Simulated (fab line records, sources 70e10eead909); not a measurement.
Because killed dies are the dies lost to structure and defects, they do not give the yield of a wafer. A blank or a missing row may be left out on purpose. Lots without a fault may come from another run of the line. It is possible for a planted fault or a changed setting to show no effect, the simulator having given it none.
Which tool was responsible? | flow nand harc | 7 lots with 21 wafers sampled at 4 steps, on a route of 1159 steps

== WHAT THE GAUGES READ, wafer by wafer ==
NHARC_THIN_TSV_CD_MEAS_37.
lot  | measured     | on        | cd nm (nm)
L380 | day 19 17:08 | cd sem-01 | 4996 5003 4995
L385 | day 20 02:02 | cd sem-03 | 4995 4998 4994
L383 | day 20 14:08 | cd sem-01 | 5000 5003 5003
L394 | day 21 21:31 | cd sem-02 | 4996 5001 4997
L391 | day 22 00:05 | cd sem-01 | 4997 5002 4998
L400 | day 23 21:54 | cd sem-03 | 4997 5004 4996
L403 | day 24 21:32 | cd sem-01 | 5004 5000 5004

== TOOL THAT RAN EACH LOT (tool first, then ch and the chambers of the sampled wafers, then the start) ==
lot  | NHARC_THIN_TSV_STRIP_62              | NHARC_THIN_TSV_DESCUM_35           | NHARC_THIN_TSV_ETCH_36
L380 | plasma asher-01 ch 0,1, day 19 12:16 | rie diel-04 ch 0,1,2, day 19 15:52 | rie metal-03 ch 0,1, day 19 16:14
L385 | plasma asher-01 ch 0,1, day 19 20:42 | rie diel-04 ch 0,1,3, day 20 00:03 | rie metal-01 ch 0,1, day 20 00:26
L383 | plasma asher-02 ch 0,1, day 20 08:02 | rie diel-05 ch 0,1,2, day 20 11:31 | rie metal-01 ch 0,1, day 20 11:52
L394 | plasma asher-01 ch 0,1, day 21 16:47 | rie diel-04 ch 2,3, day 21 20:11   | rie metal-01 ch 0,1, day 21 20:35
L391 | plasma asher-01 ch 0,1, day 21 19:08 | rie diel-05 ch 0,1, day 21 22:32   | rie metal-03 ch 0,1, day 21 22:55
L400 | plasma asher-01 ch 0,1, day 23 17:07 | rie diel-04 ch 0,2,3, day 23 20:38 | rie metal-03 ch 0,1, day 23 21:00
L403 | plasma asher-02 ch 0,1, day 24 16:39 | rie diel-05 ch 0,1,3, day 24 20:01 | rie metal-03 ch 0, day 24 20:37
- NHARC_THIN_TSV_STRIP_62: strips in N2/H2, time 20 s.
- NHARC_THIN_TSV_DESCUM_35: chemistry O2, time 3 s.
- NHARC_THIN_TSV_ETCH_36: etches the open film in Cl2/BCl3, target depth 65 nm, time 18.571 s.

== THE ANSWER, worked out from the rows above alone ==
Rule: what is usual is taken from the lots themselves. Put in order of their means at a reading, lots are off if they are a third of the lots or fewer, leave a main group of 4 or more, and stand apart from it by a gap of 3 or more times the standard deviation of the main group's means; of several such gaps the widest counts. A main group whose means are all the same, to the digits that the tables above print for the reading, isn't used. Also off: a lot with no number at a reading for which 4 or more lots have one. All remaining lots with rows at the step are treated as sound.
No lot is off at any reading shown: from this, nothing can be told.

== WHAT THE SIMULATOR PUT IN ==
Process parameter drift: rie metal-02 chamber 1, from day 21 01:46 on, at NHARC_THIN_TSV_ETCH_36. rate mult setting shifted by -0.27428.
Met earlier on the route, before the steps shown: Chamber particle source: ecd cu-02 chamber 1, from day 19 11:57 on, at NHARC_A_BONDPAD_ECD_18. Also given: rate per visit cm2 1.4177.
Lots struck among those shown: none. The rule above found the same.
